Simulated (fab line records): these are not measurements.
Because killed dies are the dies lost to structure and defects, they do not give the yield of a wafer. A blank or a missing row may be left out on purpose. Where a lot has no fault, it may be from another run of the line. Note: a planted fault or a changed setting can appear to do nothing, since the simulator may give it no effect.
Split-lot experiment + flow n5Finfet + 21 wafers read from 7 lots, route of 1938 steps

ABOUT THE SPLIT
At N5_BEOL_M14_TRENCH_ETCH_34 (etches SiO2 in C4F8/O2/Ar, target depth 556.65 nm, time 126.9 s), the setting timeS was moved away from the recipe's 126.9 s on 7 of the 21 wafers read, by -16.7% to +12.5%. The other wafers ran this setting at the recipe's value.

FROM THE SPLIT TO THE READING: what the file shows between them, 3 steps
- N5_BEOL_M14_STRIP_70: strips in C4F8/O2/Ar
- N5_BEOL_M14_PRE_CLEAN_52: time 15 s
- N5_BEOL_M14_DEP_53: deposits SiCN from 3MS/NH3, target thk 50 nm, time 17.8 s

THE READING
Measured at N5_BEOL_M14_RS_MEAS_54 by four-point probe: M14_RS, in ohm/sq. Fault-free wafers of this fab line usually give 0.0334 ohm/sq, standard deviation 0.0013 ohm/sq.

| wafer  | tool, chamber at the split | timeS as run, s | against the recipe | M14_RS, ohm/sq | against lot-mates on the recipe |
|--------|----------------------------|-----------------|--------------------|----------------|---------------------------------|
| L074.1 | rieDiel-01, 2              | 126.9           | recipe             | 0.0356         | -                               |
| L074.4 | rieDiel-01, 1,2            | 105.7           | -16.7%             | 0.0400         | +0.0044                         |
| L074.5 | rieDiel-01, 1,2            | 105.7           | -16.7%             | 0.0433         | +0.0077                         |
| L075.3 | rieDiel-04, 2,3            | 107.5           | -15.3%             | 0.0391         | +0.0069                         |
| L075.4 | rieDiel-04, 2,3            | 107.5           | -15.3%             | 0.0416         | +0.0094                         |
| L075.5 | rieDiel-04, 0              | 126.9           | recipe             | 0.0322         | -                               |
| L076.3 | rieDiel-01, 0,2            | 142.7           | +12.5%             | 0.0291         | -0.0039                         |
| L076.4 | rieDiel-01, 1              | 126.9           | recipe             | 0.0330         | -                               |
| L076.6 | rieDiel-01, 0,2            | 142.7           | +12.5%             | 0.0315         | -0.0015                         |
| L078.2 | rieDiel-03, 1,1,0          | 126.9           | recipe             | 0.0332         | -                               |
| L078.5 | rieDiel-03, 1,1,0          | 126.9           | recipe             | 0.0330         | -                               |
| L078.6 | rieDiel-03, 1,1,0          | 126.9           | recipe             | 0.0311         | -                               |
| L089.1 | rieDiel-01, 1              | 126.9           | recipe             | 0.0336         | -                               |
| L089.3 | rieDiel-01, 0              | 111.3           | -12.3%             | 0.0372         | +0.0035                         |
| L089.4 | rieDiel-01, 1              | 126.9           | recipe             | 0.0337         | -                               |
| L091.2 | rieDiel-03, 3,1,2          | 126.9           | recipe             | 0.0349         | -                               |
| L091.3 | rieDiel-03, 3,1,2          | 126.9           | recipe             | 0.0332         | -                               |
| L091.4 | rieDiel-03, 3,1,2          | 126.9           | recipe             | 0.0325         | -                               |
| L092.1 | rieDiel-03, 2,0,3          | 126.9           | recipe             | 0.0332         | -                               |
| L092.2 | rieDiel-03, 2,0,3          | 126.9           | recipe             | 0.0320         | -                               |
| L092.4 | rieDiel-03, 2,0,3          | 126.9           | recipe             | 0.0345         | -                               |
If several chambers appear in one row, that row covers several wafers at once and the file leaves open which wafer was in which chamber.

FIT RESULTS
A straight line over all 21 wafers: M14_RS changes by -0.000403 ohm/sq for each +1% of timeS; r = -0.91; the points scatter about the line by 0.0015 ohm/sq.
The same after taking each lot's own level away (the mean of its wafers on the recipe; 21 wafers): -0.000365 ohm/sq for each +1%; r = -0.91; scatter 0.0014 ohm/sq.
On that fit, the largest move of timeS shifts the reading by 0.0061 ohm/sq.
Measured against the standard deviation above, the lots' own levels, which go from 0.03220 to 0.03560 ohm/sq, span 2.6 times it.
Hence the slope depends on the lot-to-lot level, as the two fits are not the same.
Check: +0.00698 ohm/sq against its lot-mates is what the line predicts for one of the wafers moved furthest among these (-16.7%) when that wafer is left out of the fit. It came out at +0.0044 ohm/sq against them.

ADDITIONAL SPLITS CARRIED BY THESE WAFERS
Other splits were also applied to these wafers ahead of the reading. Each is held against what the fit with the lots' levels taken away leaves over:
| other split on the same wafers | wafers away from the commonest value | r with M14_RS (lot level and that fit taken away) |
|--------------------------------|--------------------------------------|---------------------------------------------------|
| N5_BEOL_M13_COAT_58 spinRpm    | 10                                   | -0.24                                             |
| N5_BEOL_M14_PEB_26 pebTempC    | 9                                    | +0.46                                             |

FILE'S OWN FIT
M14_RS changes by -0.000371 ohm/sq for each +1% of timeS, r = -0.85.
